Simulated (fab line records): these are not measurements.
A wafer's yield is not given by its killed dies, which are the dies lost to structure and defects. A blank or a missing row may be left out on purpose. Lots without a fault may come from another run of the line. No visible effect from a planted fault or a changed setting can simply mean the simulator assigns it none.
fab line records	flow nand_harc
[record] lots = 24	wafers = 72	last_day = 34
route steps=1302 shown P_CONTACT@218 P_M0@263 P_M2@339 P_BONDPAD@352
lots that met no fault: taken from a fault-free run of the same line
start_h: start of the lot's first displayed wafer, in hours after the record's first day	wait_h: hours from the lot's prior step to this one	" the same as in the row above	L1.1+2: several wafers, shown together as one row	- no value, or no start was given	* or withheld: withheld	< > ~ a bound
route shown NAME@n: a module of which the file shows steps, and the number in the route of the first	usual: mean/standard deviation taken from wafers without a fault	same: alike in all rows	chamber/n: place in a boat	sites: readings site by site	_std_site: their standard deviation	_edge_site: inner sites' mean taken away from outer sites' mean	radius_mm: for every site, how far away it sits from the centre of the wafer	mask NAME#n: copy n	behind: the most recent tool/chamber to have shaped the wafer	hold: cause of the lot's hold/its duration in hours/its outcome	device: names the non-switching transistor (n, p or np)	end of line: the route-end tests of the same wafers	a step without rows: its recipe alone	killed: dies lost to structure and defects at the first sort, not the wafer's yield	map: per-die view of a wafer (x killed, . not killed, _ where there is no die)
set.NAME: the run value of the setting; set.NAME@STEP: its run value at that earlier step	model.NAME: the simulator's own value behind a step, which no gauge read
the route's steps for a sample of lots (tables are steps, rows are wafers)
services: when a tool's chamber went out of use (start_h, in hours from the record's first day, below 0 if earlier), for how many hours, and the reason
[[steps]]
[step NHARC_P_CONTACT_DEP_00]
[recipe] target_thk_a = 5000	temp_c = 400	pressure_torr = 6.5	rf_w = 900	teos_flow_sccm = 161.4	flow_sccm = 2650	target_thk_nm = 500	gas = O2	material = SiO2
[usual] chamber_pressure_Torr = 6.501/0.015	heater_power_w = 535/80	susceptor_temp_C = 400.02/0.22	throttle_valve_pct = 15.9/0.53
lot.wafer	tool	chamber	start_h	wait_h	chamber_pressure_Torr	heater_power_w	since_wet_clean_h	susceptor_temp_C	throttle_valve_pct
L074.3	pecvd-01	1	-	-	6.504	472	159	400.39	16.4
L074.4	"	2	"	"	6.490	526	-	399.87	16.1
L074.6	"	0	"	"	6.525	670	-	400.31	15.7
L075.2	pecvd-01	0	-	-	6.500	602	162	400.03	15.7
L075.1	"	1	"	"	6.510	458	162	399.82	16.6
L075.4	"	2	"	"	6.489	498	-	400.08	15.8
L076.1	pecvd-03	0	-	-	6.519	599	114	399.74	16.5
L076.4	"	2	"	"	6.494	551	-	400.33	16.5
L076.6	"	0	"	"	6.480	643	-	399.71	16.7
L077.1	pecvd-03	2	-	-	6.510	553	132	399.71	16.4
L077.3	"	0	"	"	6.495	685	132	400.03	16.6
L077.5	"	1	"	"	6.508	554	-	399.84	15.7
L078.2	pecvd-01	0	-	-	6.497	514	19	400.02	15.7
L078.3	"	1	"	"	6.483	436	19	399.89	16.2
L078.4	"	2	"	"	6.523	485	-	399.76	15.8
L079.1	pecvd-03	2	-	-	6.513	586	151	399.76	16.5
L079.5	"	1	"	"	6.499	556	-	400.11	15.8
L079.4	"	2	"	"	6.467	445	-	400.15	16.5
L080.3	pecvd-01	1	-	-	6.513	433	33	399.68	16.5
L080.5	"	1	"	"	6.486	454	-	400.00	16.3
L080.4	"	2	"	"	6.500	553	-	399.89	15.7
L081.2	pecvd-04	2	-	-	6.494	451	89	399.66	16.1
L081.6	"	2	"	"	6.495	475	-	399.59	15.9
L081.5	"	1	"	"	6.502	440	-	399.82	15.5
L082.1	pecvd-04	0	-	-	6.489	592	94	399.61	15.3
L082.2	"	2	"	"	6.492	472	94	399.67	16.2
L082.6	"	0	"	"	6.489	620	-	399.71	15.2
L083.1	pecvd-04	2	-	-	6.498	384	103	400.07	16.3
L083.2	"	0	"	"	6.507	607	103	399.90	15.4
L083.6	"	2	"	"	6.495	418	-	400.20	16.3
L084.3	pecvd-01	0	-	-	6.522	534	69	399.83	16.0
L084.1	"	1	"	"	6.507	486	69	400.02	16.4
L084.6	"	1	"	"	6.494	500	-	399.88	16.7
L085.1	pecvd-01	1	-	-	6.510	490	84	400.03	16.6
L085.2	"	2	"	"	6.511	498	84	400.19	15.7
L085.5	"	2	"	"	6.509	511	-	399.97	15.5
L086.2	pecvd-04	1	-	-	6.484	510	137	400.07	15.3
L086.4	"	0	"	"	6.502	655	-	399.94	15.3
L086.6	"	1	"	"	6.484	533	-	400.07	15.4
L087.2	pecvd-03	0	-	-	6.512	692	66	400.16	15.9
L087.3	"	2	"	"	6.516	550	66	399.90	16.7
L087.5	"	0	"	"	6.501	723	-	400.22	15.8
L089.2	pecvd-01	2	-	-	6.515	565	122	400.01	15.6
L089.3	"	1	"	"	6.461	403	122	400.02	16.5
L089.4	"	2	"	"	6.474	417	-	400.08	15.6
L088.2	pecvd-03	0	-	-	6.483	723	67	399.84	16.2
L088.4	"	1	"	"	6.490	504	-	400.22	15.1
L088.5	"	2	"	"	6.528	517	-	399.65	16.7
L090.3	pecvd-01	0	-	-	6.513	637	138	400.09	16.2
L090.2	"	2	"	"	6.520	469	138	399.87	15.7
L090.4	"	2	"	"	6.511	496	-	399.45	15.7
L091.2	pecvd-03	2	-	-	6.513	512	90	400.12	17.0
L091.4	"	2	"	"	6.506	522	-	399.89	17.0
L091.5	"	0	"	"	6.516	642	-	400.06	16.3
L092.1	pecvd-04	0	-	-	6.485	643	11	400.32	14.8
L092.3	"	1	"	"	6.513	464	11	400.23	15.1
L092.6	"	2	"	"	6.489	472	-	399.81	15.9
L093.1	pecvd-01	0	310.23	0.3	6.479	520	167	400.16	16.0
L093.4	"	0	"	"	6.496	561	-	400.45	16.1
L093.6	"	0	"	"	6.499	589	-	400.02	16.1
L094.1	pecvd-03	0	-	-	6.491	737	116	400.14	16.1
L094.2	"	1	"	"	6.505	484	117	399.96	15.2
L094.4	"	2	"	"	6.523	429	-	400.27	16.8
L095.3	pecvd-04	2	-	-	6.498	532	39	400.23	15.7
L095.1	"	1	"	"	6.474	561	39	399.71	15.3
L095.5	"	1	"	"	6.495	571	-	399.99	15.1
L097.1	pecvd-04	2	-	-	6.512	524	58	399.88	15.9
L097.4	"	0	"	"	6.493	639	-	400.09	15.0
L097.5	"	2	"	"	6.506	536	-	399.88	15.9
L096.2	pecvd-01	1	-	-	6.523	470	19	400.30	16.1
L096.6	"	0	"	"	6.471	725	-	400.38	15.8
L096.5	"	1	"	"	6.502	491	-	400.05	16.1
[step NHARC_P_CONTACT_CMP_01]
[recipe] target_thk_nm = 200	material = SiO2
[usual] edge_zone_pressure_frac = 0.999/0.0051	motor_current_A = 12.4/1.1
lot.wafer	tool	chamber	start_h	wait_h	edge_zone_pressure_frac	motor_current_A
L074.4	cmp-02	0	121.14	-	1.000	11.6
L074.3	"	2	"	"	1.010	14.4
L074.6	"	0	"	"	1.003	12.4
L075.1	cmp-02	2	124.71	-	0.996	14.2
L075.2	"	0	"	"	1.005	12.0
L075.4	"	1	"	"	1.008	11.7
L076.1	cmp-03	0	131.35	-	1.004	11.5
L076.4	"	1	"	"	0.989	13.4
L076.6	"	0	"	"	0.999	11.6
L077.1	cmp-01	0	149.95	-	1.000	12.2
L077.3	"	2	"	"	1.010	10.0
L077.5	"	3	"	"	0.996	12.4
L078.3	cmp-01	3	162.30	-	1.002	13.4
L078.4	"	1	"	"	0.996	12.5
L078.2	"	2	"	"	1.003	10.4
L079.1	cmp-03	0	168.71	-	0.997	12.2
L079.4	"	2	"	"	0.998	12.2
L079.5	"	0	"	"	1.004	11.8
L080.3	cmp-01	2	176.87	-	0.997	10.2
L080.4	"	1	"	"	1.009	11.9
L080.5	"	3	"	"	0.997	12.6
L081.2	cmp-01	1	193.29	-	0.999	12.6
L081.6	"	3	"	"	0.994	12.5
L081.5	"	0	"	"	1.001	12.1
L082.2	cmp-03	2	197.62	-	0.992	12.2
L082.1	"	1	"	"	0.999	13.6
L082.6	"	3	"	"	1.000	14.6
L083.2	cmp-01	0	206.90	-	0.996	12.3
L083.1	"	1	"	"	1.003	11.9
L083.6	"	0	"	"	0.996	12.7
L084.3	cmp-02	2	212.97	-	1.006	14.7
L084.1	"	0	"	"	0.995	11.5
L084.6	"	2	"	"	0.996	14.8
L085.2	cmp-02	1	227.59	-	1.004	11.3
L085.1	"	2	"	"	0.997	14.3
L085.5	"	0	"	"	1.007	11.6
L086.2	cmp-02	3	240.36	-	0.993	13.2
L086.4	"	1	"	"	1.008	12.0
L086.6	"	3	"	"	0.998	13.2
L087.3	cmp-01	3	264.36	-	0.998	13.2
L087.2	"	2	"	"	0.999	10.5
L087.5	"	3	"	"	0.994	13.1
L089.3	cmp-01	3	265.68	-	0.994	12.4
L089.2	"	0	"	"	1.003	12.3
L089.4	"	2	"	"	0.993	9.8
L088.4	cmp-01	0	265.86	-	1.002	11.7
L088.2	"	3	"	"	1.000	12.4
L088.5	"	0	"	"	0.999	12.5
L090.3	cmp-01	2	281.74	-	0.997	10.4
L090.2	"	3	"	"	1.002	12.6
L090.4	"	0	"	"	0.991	12.4
L091.4	cmp-03	3	289.12	-	1.002	14.3
L091.2	"	1	"	"	0.994	13.5
L091.5	"	3	"	"	0.995	14.4
L092.1	cmp-02	3	295.39	-	0.996	13.1
L092.3	"	2	"	"	1.008	14.1
L092.6	"	3	"	"	0.998	13.3
L093.4	cmp-02	3	310.83	0.4	0.996	12.8
L093.1	"	1	"	"	1.006	11.6
L093.6	"	3	"	"	1.001	12.9
L094.1	cmp-02	3	315.27	-	0.988	13.0
L094.2	"	0	"	"	1.003	11.9
L094.4	"	1	"	"	0.998	11.6
L095.1	cmp-01	1	323.56	-	1.006	12.2
L095.3	"	3	"	"	1.003	12.4
L095.5	"	1	"	"	1.006	12.2
L097.4	cmp-01	0	342.65	-	1.000	12.2
L097.1	"	1	"	"	1.004	12.0
L097.5	"	2	"	"	1.001	10.4
L096.2	cmp-01	3	343.38	-	0.997	12.2
L096.6	"	1	"	"	1.000	12.1
L096.5	"	2	"	"	0.999	10.9
[step NHARC_P_M0_CD_MEAS_09]
[recipe] target_cd_nm = 90	landing_energy_ev = 500
[usual] cd_nm = 89.9/0.54
lot.wafer	tool	chamber	start_h	wait_h	cd_nm
L074.3	cd_sem-03	0	126.12	-	89.7
L074.4	"	0	"	"	89.6
L074.6	"	0	"	"	89.6
L075.1	cd_sem-01	0	129.58	-	89.1
L075.2	"	0	"	"	89.6
L075.4	"	0	"	"	90.0
L076.1	cd_sem-02	0	136.19	-	90.0
L076.4	"	0	"	"	89.9
L076.6	"	0	"	"	90.1
L077.1	cd_sem-03	0	154.96	-	89.7
L077.3	"	0	"	"	89.9
L077.5	"	0	"	"	90.2
L078.2	cd_sem-03	0	167.23	-	90.2
L078.3	"	0	"	"	89.4
L078.4	"	0	"	"	89.6
L079.1	cd_sem-03	0	173.71	-	90.2
L079.4	"	0	"	"	89.4
L079.5	"	0	"	"	90.2
L080.3	cd_sem-01	0	181.74	-	89.9
L080.4	"	0	"	"	88.7
L080.5	"	0	"	"	90.0
L081.2	cd_sem-01	0	198.36	-	90.3
L081.5	"	0	"	"	90.1
L081.6	"	0	"	"	90.7
L082.1	cd_sem-01	0	202.80	-	90.2
L082.2	"	0	"	"	89.9
L082.6	"	0	"	"	89.7
L083.1	cd_sem-02	0	211.75	-	90.0
L083.2	"	0	"	"	90.7
L083.6	"	0	"	"	90.2
L084.1	cd_sem-01	0	217.81	-	90.8
L084.3	"	0	"	"	90.5
L084.6	"	0	"	"	90.5
L085.1	cd_sem-03	0	232.59	-	89.0
L085.2	"	0	"	"	89.1
L085.5	"	0	"	"	89.5
L086.2	cd_sem-01	0	245.43	-	90.4
L086.4	"	0	"	"	90.4
L086.6	"	0	"	"	90.8
L087.2	cd_sem-02	0	269.19	-	89.4
L087.3	"	0	"	"	89.7
L087.5	"	0	"	"	89.1
L089.2	cd_sem-03	0	270.91	-	90.4
L089.3	"	0	"	"	90.0
L089.4	"	0	"	"	90.4
L088.2	cd_sem-02	0	271.15	-	90.1
L088.4	"	0	"	"	89.9
L088.5	"	0	"	"	89.6
L090.2	cd_sem-01	0	286.64	-	90.0
L090.3	"	0	"	"	89.5
L090.4	"	0	"	"	89.4
L091.2	cd_sem-02	0	294.10	-	89.6
L091.4	"	0	"	"	89.8
L091.5	"	0	"	"	90.7
L092.1	cd_sem-02	0	300.42	-	90.6
L092.3	"	0	"	"	90.2
L092.6	"	0	"	"	90.4
L093.1	cd_sem-02	0	315.87	-	89.4
L093.4	"	0	"	"	89.2
L093.6	"	0	"	"	89.6
L094.1	cd_sem-03	0	320.27	-	89.5
L094.2	"	0	"	"	89.5
L094.4	"	0	"	"	89.4
L095.1	cd_sem-02	0	328.53	-	91.2
L095.3	"	0	"	"	90.0
L095.5	"	0	"	"	90.7
L097.1	cd_sem-02	0	347.45	-	89.6
L097.4	"	0	"	"	90.8
L097.5	"	0	"	"	90.2
L096.2	cd_sem-02	0	348.32	-	89.1
L096.5	"	0	"	"	89.1
L096.6	"	0	"	"	89.1
[step NHARC_P_M0_THK_MEAS_24]
[recipe] thk_meas_gauge = xrf
[usual] thk_nm = 117.9/1.4
lot.wafer	tool	chamber	start_h	wait_h	thk_nm
L074.3	film_metro-01	-	128.91	-	118.5
L074.4	"	-	"	"	117.1
L074.6	"	-	"	"	116.7
L075.1	film_metro-01	-	132.17	-	118.0
L075.2	"	-	"	"	115.6
L075.4	"	-	"	"	117.6
L076.1	film_metro-01	-	138.74	-	118.5
L076.4	"	-	"	"	119.3
L076.6	"	-	"	"	117.0
L077.1	film_metro-01	-	157.48	-	117.3
L077.3	"	-	"	"	117.6
L077.5	"	-	"	"	118.0
L078.2	film_metro-01	-	169.77	-	116.8
L078.3	"	-	"	"	117.6
L078.4	"	-	"	"	118.0
L079.1	film_metro-01	-	176.51	-	117.8
L079.4	"	-	"	"	116.1
L079.5	"	-	"	"	117.3
L080.3	film_metro-01	-	184.24	-	117.1
L080.4	"	-	"	"	119.2
L080.5	"	-	"	"	120.0
L081.2	film_metro-01	-	200.87	-	118.7
L081.5	"	-	"	"	116.8
L081.6	"	-	"	"	120.2
L082.1	film_metro-01	-	205.30	-	118.5
L082.2	"	-	"	"	120.7
L082.6	"	-	"	"	120.2
L083.1	film_metro-01	-	214.49	-	118.8
L083.2	"	-	"	"	118.4
L083.6	"	-	"	"	117.6
L084.1	film_metro-02	-	220.33	-	120.1
L084.3	"	-	"	"	120.5
L084.6	"	-	"	"	118.2
L085.1	film_metro-02	-	235.09	-	119.6
L085.2	"	-	"	"	116.3
L085.5	"	-	"	"	118.0
L086.2	film_metro-02	-	248.11	-	115.4
L086.4	"	-	"	"	117.8
L086.6	"	-	"	"	115.5
L087.2	film_metro-02	-	271.79	-	116.5
L087.3	"	-	"	"	117.7
L087.5	"	-	"	"	119.2
L089.2	film_metro-02	-	273.51	-	117.9
L089.3	"	-	"	"	117.4
L089.4	"	-	"	"	118.2
L088.2	film_metro-01	-	273.69	-	116.2
L088.4	"	-	"	"	117.4
L088.5	"	-	"	"	117.3
L090.2	film_metro-01	-	289.26	-	115.4
L090.3	"	-	"	"	116.9
L090.4	"	-	"	"	119.9
L091.2	film_metro-01	-	296.60	-	119.1
L091.4	"	-	"	"	118.4
L091.5	"	-	"	"	117.0
L092.1	film_metro-02	-	302.96	-	119.2
L092.3	"	-	"	"	117.2
L092.6	"	-	"	"	117.8
L093.1	film_metro-01	-	318.36	-	120.6
L093.4	"	-	"	"	117.0
L093.6	"	-	"	"	115.8
L094.1	film_metro-01	-	322.80	-	120.2
L094.2	"	-	"	"	120.2
L094.4	"	-	"	"	120.6
L095.1	film_metro-01	-	331.06	-	116.6
L095.3	"	-	"	"	114.0
L095.5	"	-	"	"	119.2
L097.1	film_metro-01	-	349.95	-	119.1
L097.4	"	-	"	"	116.8
L097.5	"	-	"	"	117.9
L096.2	film_metro-01	-	350.99	-	116.4
L096.5	"	-	"	"	116.0
L096.6	"	-	"	"	118.3
[step NHARC_P_M2_PRE_CLEAN_30]
[recipe] time_s = 30	temp_c = 280	gas = H2/He
[usual] heater_power_w = 410/39	susceptor_temp_C = 280.00/0.21
lot.wafer	tool	chamber	start_h	wait_h	heater_power_w	susceptor_temp_C
L074.3	pvd_sputter-02	-	-	-	393	279.90
L074.4	"	-	"	"	388	280.22
L074.6	"	-	"	"	475	280.00
L075.2	pvd_sputter-02	-	-	-	442	280.27
L075.1	"	-	"	"	400	280.16
L075.4	"	-	"	"	489	280.37
L076.4	pvd_sputter-02	-	-	-	478	279.72
L076.1	"	-	"	"	442	279.94
L076.6	"	-	"	"	395	279.91
L077.1	pvd_sputter-01	-	-	-	434	280.05
L077.3	"	-	"	"	379	279.39
L077.5	"	-	"	"	397	279.73
L078.2	pvd_sputter-01	-	-	-	395	279.93
L078.3	"	-	"	"	360	280.04
L078.4	"	-	"	"	424	280.04
L079.4	pvd_sputter-02	-	-	-	435	280.25
L079.1	"	-	"	"	409	280.12
L079.5	"	-	"	"	395	280.00
L080.3	pvd_sputter-03	-	-	-	378	279.91
L080.4	"	-	"	"	416	279.80
L080.5	"	-	"	"	434	279.73
L081.2	pvd_sputter-03	-	-	-	317	279.98
L081.6	"	-	"	"	390	279.99
L081.5	"	-	"	"	423	280.21
L082.1	pvd_sputter-02	-	-	-	489	279.80
L082.2	"	-	"	"	438	279.68
L082.6	"	-	"	"	484	279.91
L083.1	pvd_sputter-02	-	-	-	400	279.75
L083.2	"	-	"	"	437	279.97
L083.6	"	-	"	"	498	280.39
L084.3	pvd_sputter-03	-	-	-	421	280.04
L084.1	"	-	"	"	328	279.97
L084.6	"	-	"	"	326	280.15
L085.1	pvd_sputter-02	-	-	-	443	280.07
L085.2	"	-	"	"	487	280.26
L085.5	"	-	"	"	437	279.76
L086.4	pvd_sputter-03	-	-	-	432	280.21
L086.2	"	-	"	"	328	279.94
L086.6	"	-	"	"	380	279.95
L087.3	pvd_sputter-02	-	-	-	432	279.95
L087.2	"	-	"	"	493	279.86
L087.5	"	-	"	"	448	280.04
L089.4	pvd_sputter-01	-	-	-	408	279.81
L089.3	"	-	"	"	376	279.93
L089.2	"	-	"	"	423	279.87
L088.2	pvd_sputter-02	-	-	-	393	280.50
L088.4	"	-	"	"	443	280.04
L088.5	"	-	"	"	399	279.71
L090.3	pvd_sputter-01	-	-	-	370	280.07
L090.4	"	-	"	"	413	280.06
L090.2	"	-	"	"	396	280.19
L091.4	pvd_sputter-01	-	-	-	380	280.14
L091.2	"	-	"	"	395	279.65
L091.5	"	-	"	"	379	280.29
L092.3	pvd_sputter-01	-	-	-	402	279.82
L092.1	"	-	"	"	429	280.11
L092.6	"	-	"	"	373	279.89
L093.1	pvd_sputter-03	-	-	-	388	280.01
L093.4	"	-	"	"	417	280.27
L093.6	"	-	"	"	319	280.30
L094.2	pvd_sputter-01	-	-	-	421	280.18
L094.1	"	-	"	"	438	280.06
L094.4	"	-	"	"	385	280.11
L095.3	pvd_sputter-01	-	-	-	376	279.99
L095.1	"	-	"	"	415	280.25
L095.5	"	-	"	"	374	280.06
L097.4	pvd_sputter-02	-	-	-	384	280.16
L097.1	"	-	"	"	471	279.91
L097.5	"	-	"	"	455	280.07
L096.2	pvd_sputter-01	-	-	-	426	279.92
L096.5	"	-	"	"	392	279.61
L096.6	"	-	"	"	370	279.53
[step NHARC_P_BONDPAD_CMP_32]
[recipe] target_thk_nm = 200	material = SiCN
[usual] edge_zone_pressure_frac = 1.000/0.0045	motor_current_A = 12.6/1.1
lot.wafer	tool	chamber	start_h	wait_h	edge_zone_pressure_frac	motor_current_A
L074.4	cmp-01	2	138.13	-	1.013	10.1
L074.3	"	3	"	"	1.007	13.3
L074.6	"	3	"	"	1.002	12.5
L075.1	cmp-02	2	141.37	-	1.003	14.8
L075.4	"	3	"	"	0.999	12.4
L075.2	"	0	"	"	1.006	11.6
L076.1	cmp-02	1	148.97	-	1.003	12.4
L076.4	"	0	"	"	1.006	11.6
L076.6	"	2	"	"	1.000	14.0
L077.3	cmp-03	1	167.18	-	1.000	13.4
L077.1	"	3	"	"	1.005	14.3
L077.5	"	1	"	"	1.001	13.3
L078.3	cmp-02	2	179.16	-	1.002	14.4
L078.2	"	3	"	"	1.003	13.6
L078.4	"	0	"	"	0.999	12.1
L079.4	cmp-02	1	185.98	-	0.995	12.4
L079.1	"	3	"	"	1.006	13.6
L079.5	"	1	"	"	1.000	12.3
L080.3	cmp-01	0	194.07	-	1.001	12.9
L080.4	"	1	"	"	1.001	12.5
L080.5	"	2	"	"	1.000	10.9
L081.2	cmp-01	0	210.35	-	1.009	12.5
L081.5	"	0	"	"	1.001	11.9
L081.6	"	1	"	"	1.001	12.0
L082.1	cmp-03	3	214.82	-	1.001	14.2
L082.2	"	0	"	"	1.001	11.8
L082.6	"	1	"	"	0.998	14.6
L083.2	cmp-03	0	223.77	-	1.000	12.0
L083.1	"	2	"	"	0.996	12.1
L083.6	"	3	"	"	0.996	14.4
L084.1	cmp-01	2	229.91	-	1.002	10.4
L084.3	"	3	"	"	0.996	13.1
L084.6	"	0	"	"	1.001	13.3
L085.1	cmp-02	1	245.18	-	1.003	11.5
L085.2	"	3	"	"	1.006	13.0
L085.5	"	0	"	"	1.003	11.6
L086.2	cmp-02	3	257.45	-	0.995	13.3
L086.4	"	1	"	"	1.006	12.3
L086.6	"	3	"	"	0.999	13.7
L087.3	cmp-02	2	281.37	-	1.006	14.2
L087.2	"	3	"	"	1.005	13.1
L087.5	"	1	"	"	0.986	12.2
L089.4	cmp-02	0	282.95	-	0.995	11.2
L089.3	"	1	"	"	1.000	11.8
L089.2	"	3	"	"	1.001	12.4
L088.2	cmp-01	0	283.34	-	0.995	12.1
L088.4	"	1	"	"	1.003	12.6
L088.5	"	3	"	"	1.005	12.7
L090.2	cmp-01	0	298.56	-	1.000	12.8
L090.3	"	2	"	"	1.002	10.0
L090.4	"	3	"	"	1.002	12.5
L091.2	cmp-01	1	306.10	-	0.997	12.7
L091.4	"	2	"	"	0.999	10.3
L091.5	"	1	"	"	0.997	11.8
L092.3	cmp-01	0	312.59	0.4	0.999	12.7
L092.1	"	1	"	"	0.999	12.9
L092.6	"	3	"	"	0.996	13.1
L093.1	cmp-03	2	327.64	-	0.992	12.1
L093.4	"	1	"	"	0.999	13.7
L093.6	"	3	"	"	1.010	14.4
L094.4	cmp-03	1	332.47	-	1.001	14.3
L094.1	"	2	"	"	1.001	11.7
L094.2	"	3	"	"	0.997	13.9
L095.1	cmp-02	2	340.89	-	0.999	15.0
L095.3	"	0	"	"	1.001	11.7
L095.5	"	1	"	"	0.994	11.7
L097.1	cmp-02	3	359.85	0.5	1.001	13.2
L097.4	"	0	"	"	1.005	12.6
L097.5	"	1	"	"	1.003	11.7
L096.2	cmp-02	3	361.17	-	1.005	12.9
L096.5	"	0	"	"	1.005	11.8
L096.6	"	1	"	"	1.003	12.0
[[services]]
tool	chamber	start_h	hours	kind
pvd_sputter-02	-	104.00	10.0	pm
pvd_sputter-01	-	121.61	4.5	repair
pecvd-01	-	130.15	13.0	pm
cmp-02	-	134.50	4.0	pm
pvd_sputter-02	-	155.73	2.6	repair
cmp-03	-	162.05	4.0	pm
cmp-02	-	162.78	0.4	repair
cmp-03	-	172.91	1.5	repair
cmp-03	-	175.07	0.3	repair
cmp-01	-	185.50	4.0	pm
cmp-01	-	190.60	1.2	repair
cmp-01	-	211.50	0.6	repair
pvd_sputter-02	-	217.49	0.7	repair
cmp-02	-	232.50	4.0	pm
cmp-01	-	237.96	2.8	repair
cmp-02	-	240.73	0.5	repair
pecvd-01	1	266.02	4.1	repair
cmp-01	-	274.64	2.4	repair
pvd_sputter-02	-	282.00	10.0	pm
cmp-01	-	283.50	4.0	pm
pecvd-01	2	309.25	8.3	repair
pecvd-01	-	311.15	13.0	pm
cmp-02	-	330.50	4.0	pm
pecvd-01	0	352.98	11.3	repair
[[key]]
fault none
